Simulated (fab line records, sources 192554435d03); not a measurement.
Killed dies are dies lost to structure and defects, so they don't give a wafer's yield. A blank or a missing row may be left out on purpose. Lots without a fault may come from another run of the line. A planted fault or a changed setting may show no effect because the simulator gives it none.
One fault seen from 2 desks | flow n5_finfet | each desk has only its own numbers; what lay behind them comes last

THE TOOL OWNER'S DESK: cvd_co-01
The tool's own readings at N5_BEOL_M1_CVD_47 (deposits Co from CCTBA/H2, target thk 3 nm, time 223.8 s): means of the sampled wafers that have a number, for each lot that ran on this tool. A lot is out of limits, marked OUT, if its mean lies more than 4 standard deviations from the usual mean; the brackets give that distance.
Columns: A = run_length_s at N5_BEOL_M1_CVD_47, usual 246.9 s
lot  | first seen here | A
L520 | day 7 09:32     | 247.0
L519 | day 7 10:46     | 246.9
L521 | day 7 12:15     | 246.6
L522 | day 7 13:08     | 246.7
L523 | day 8 07:10     | 246.7
L527 | day 9 00:22     | 178.6 (-99 or more) OUT
L529 | day 9 11:43     | 110.7 (-99 or more) OUT
L532 | day 10 01:42    | 247.2
This desk's finding: out of limits on L527, L529; first on L527, day 9 00:22 (run_length_s at N5_BEOL_M1_CVD_47). In limits: L520, L519, L521, L522, L523, L532.

THE METROLOGY DESK
What the gauges read, lot by lot, whatever tool the lot ran on: means of the sampled wafers that have a number. A lot is out of limits, marked OUT, if its mean lies more than 4 standard deviations from the usual mean; the brackets give that distance. Of its 10 readings 7 are shown: those that lie furthest out on some lot.
Columns: A = DIBL_N at N5_BEOL_M4_RC_MEAS_101, usual 37.3 mV/V; B = DIBL_P at N5_BEOL_M4_RC_MEAS_101, usual 37.4 mV/V; C = IOFF_P at N5_BEOL_M4_RC_MEAS_101, usual 0.25 nA/um; D = SS_N at N5_BEOL_M4_RC_MEAS_101, usual 71.8 mV/dec; E = SS_P at N5_BEOL_M4_RC_MEAS_101, usual 73.6 mV/dec; F = VT_N at N5_BEOL_M4_RC_MEAS_101, usual 248 mV; G = VT_P at N5_BEOL_M4_RC_MEAS_101, usual -248 mV
lot  | first seen here | A    | B    | C    | D    | E    | F   | G
L520 | day 8 21:13     | 34.8 | 35.4 | 0.19 | 71.5 | 72.1 | 253 | -251
L519 | day 8 21:56     | 34.5 | 34.1 | 0.21 | 71.0 | 73.2 | 251 | -248
L521 | day 8 22:00     | 37.6 | 37.3 | 0.26 | 71.8 | 73.8 | 249 | -246
L522 | day 9 03:22     | 39.0 | 40.3 | 0.26 | 72.1 | 74.0 | 246 | -249
L523 | day 9 22:19     | 34.6 | 33.6 | 0.21 | 70.8 | 74.0 | 250 | -250
L527 | day 10 20:02    | 34.4 | 35.5 | 0.21 | 71.5 | 72.8 | 252 | -250
L529 | day 11 02:35    | 40.6 | 42.1 | 0.35 | 72.6 | 74.5 | 242 | -242
L532 | day 11 22:37    | 36.0 | 34.3 | 0.21 | 71.4 | 73.1 | 248 | -248
L537 | day 13 04:02    | 37.8 | 38.2 | 0.26 | 71.8 | 73.3 | 249 | -245
L540 | day 13 13:46    | 36.7 | 35.3 | 0.26 | 71.3 | 73.1 | 248 | -245
This desk's finding: nothing out of limits on any of the 10 lots.

PUT TOGETHER
The tool owner's desk could have raised an alarm at day 9 00:22, on L527, L529.
The metrology desk saw nothing out of limits.
The metrology desk has L527, L529 on record, within its limits.
Of the lots named, all ran N5_BEOL_M1_CVD_47 on cvd_co-01.

WHAT THE SIMULATOR HAD PUT IN
Process parameter drift: cvd_co-01, from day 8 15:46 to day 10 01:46, at N5_BEOL_M1_CVD_47. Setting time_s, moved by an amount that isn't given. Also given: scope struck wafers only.
Lots struck among those shown: L527, L529.
Hours from the fault's start to each desk's first reading out of limits: the tool owner's desk, 9.
